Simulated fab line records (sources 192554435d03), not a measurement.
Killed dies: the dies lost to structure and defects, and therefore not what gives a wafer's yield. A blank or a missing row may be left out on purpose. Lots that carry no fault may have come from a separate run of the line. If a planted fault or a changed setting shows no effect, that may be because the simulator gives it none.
Chamber matching | flow n5_finfet | N5_BEOL_M10_ETCH_66 on rie_diel-04 has 4 sister chambers
The step etches SOC in N2/H2, target depth 120 nm, overetch 24 nm, time 180 s. 8 wafers are shown with their chamber, then 8 later ones without.

## WAFERS PAIRED WITH THEIR CHAMBERS
wafer  | chamber | throttle_valve_pct (%) | showerhead_plenum_p_Torr (Torr)
L075.3 | 3       | 18.08                  | 2.62
L074.4 | 3       | 18.09                  | 2.62
L078.1 | 2       | 18.01                  | 2.49
L078.2 | 1       | 18.19                  | 2.50
L082.1 | 2       | 18.02                  | 2.49
L082.3 | 0       | 17.48                  | 2.53
L082.4 | 1       | 18.20                  | 2.50
L084.2 | 0       | 17.48                  | 2.52

## WAFERS WITHOUT THEIR CHAMBER
wafer  | throttle_valve_pct (%) | showerhead_plenum_p_Torr (Torr)
L084.3 | 17.69                  | 2.61
L084.6 | 18.20                  | 2.50
L089.3 | 18.23                  | 2.49
L089.4 | 17.71                  | 2.61
L089.6 | 17.50                  | 2.52
L093.1 | 18.05                  | 2.48
L093.3 | 17.71                  | 2.60
L093.4 | 17.51                  | 2.52

## THE CHAMBER EACH PASSED THROUGH
wafer  | from the rows above | in truth
L084.3 | 0                   | 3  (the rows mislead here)
L084.6 | 1                   | 1
L089.3 | 1                   | 1
L089.4 | 0                   | 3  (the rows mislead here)
L089.6 | 0                   | 0
L093.1 | 2                   | 2
L093.3 | 0                   | 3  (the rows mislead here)
L093.4 | 0                   | 0
Placed correctly: 5 of 8. Left unplaced by these rows: 0. Wrongly placed: 3.
How it was worked out, from the rows above alone: a wafer's distance from a chamber is the root of the sum, over the readings, of the square of ((its reading less the chamber's mean) divided by the reading's scatter). If the next closest chamber is less than 2 further off than the closest, the wafer can't be placed; otherwise it belongs to the closest. Each chamber's mean is taken over the wafers shown for it. The scatter is the square root of a quotient: the sum, over the shown wafers, of each reading's squared deviation from its chamber's mean, divided by wafers minus chambers.
